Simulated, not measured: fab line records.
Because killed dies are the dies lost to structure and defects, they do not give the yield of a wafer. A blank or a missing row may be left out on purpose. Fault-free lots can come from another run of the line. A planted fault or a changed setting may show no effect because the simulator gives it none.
Chamber matching    flow nandHarc    NHARC_A_STAIRCASE_STRIP_476 on rieDiel-06: 4 sister chambers
The step strips in O2, time 20 s. 18 wafers are shown with their chamber, then 9 later ones without.

== WAFERS WITH THEIR CHAMBER ==
wafer   chamber  showerheadPlenumPTorr (Torr)  drypumpMotorCurrentA (A)  rfVppV (V)
L075.1  2        3.79                          5.7                       57.8
L075.4  1        3.44                          4.9                       56.8
L075.5  0        3.76                          5.4                       57.2
L082.1  2        3.77                          5.7                       59.5
L082.2  0        3.74                          5.4                       58.5
L082.3  1        3.43                          4.9                       56.9
L082.4  3        3.77                          5.4                       59.6
L082.5  3        3.77                          5.4                       58.6
L082.6  0        3.74                          5.5                       57.6
L084.1  1        3.42                          4.8                       57.9
L084.3  3        3.77                          5.4                       57.6
L084.4  2        3.77                          5.7                       59.7
L083.2  0        3.74                          5.4                       58.6
L083.4  1        3.42                          4.9                       55.8
L083.5  0        3.74                          5.5                       58.0
L087.1  0        3.73                          5.4                       57.0
L087.3  1        3.41                          4.9                       59.3
L087.4  2        3.76                          5.7                       59.3

SIGNATURES (means of the wafers above)
reading                chamber 0  chamber 1  chamber 2  chamber 3  scatter within a chamber
showerheadPlenumPTorr  3.7417     3.4240     3.7725     3.7700     0.0103
drypumpMotorCurrentA   5.433      4.880      5.700      5.400      0.039
rfVppV                 57.817     57.340     59.075     58.600     0.981
Rule: distance of a wafer from a chamber = root of the sum over the readings of ((wafer's reading minus chamber's mean) / reading's scatter) squared. The wafer belongs to the nearest chamber; if the next one is less than 2 further off, it can't be placed. The scatter: the root of (the sum of the squares of (reading less its chamber's mean) over the shown wafers, divided by (wafers less chambers)).

== WAFERS MISSING THEIR CHAMBER ==
wafer   showerheadPlenumPTorr (Torr)  drypumpMotorCurrentA (A)  rfVppV (V)
L088.3  3.73                          5.4                       58.4
L088.4  3.76                          5.7                       58.5
L088.6  3.76                          5.7                       59.6
L093.1  3.75                          5.4                       58.3
L093.5  3.41                          4.8                       58.3
L093.6  3.75                          5.7                       58.4
L094.1  3.75                          5.7                       57.9
L094.4  3.72                          5.4                       58.1
L094.6  3.40                          4.9                       57.0

== WHICH CHAMBER EACH WENT THROUGH ==
wafer   from the rows above      in truth
L088.3  0                        0
L088.4  2                        2
L088.6  2                        2
L093.1  can't be placed: 0 or 3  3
L093.5  1                        1
L093.6  2                        2
L094.1  2                        2
L094.4  0                        0
L094.6  1                        1
Correct placement for 8 of the 9. From these rows, 1 cannot be placed; in 1 the true chamber is one of the candidates. Number placed wrongly: 0.
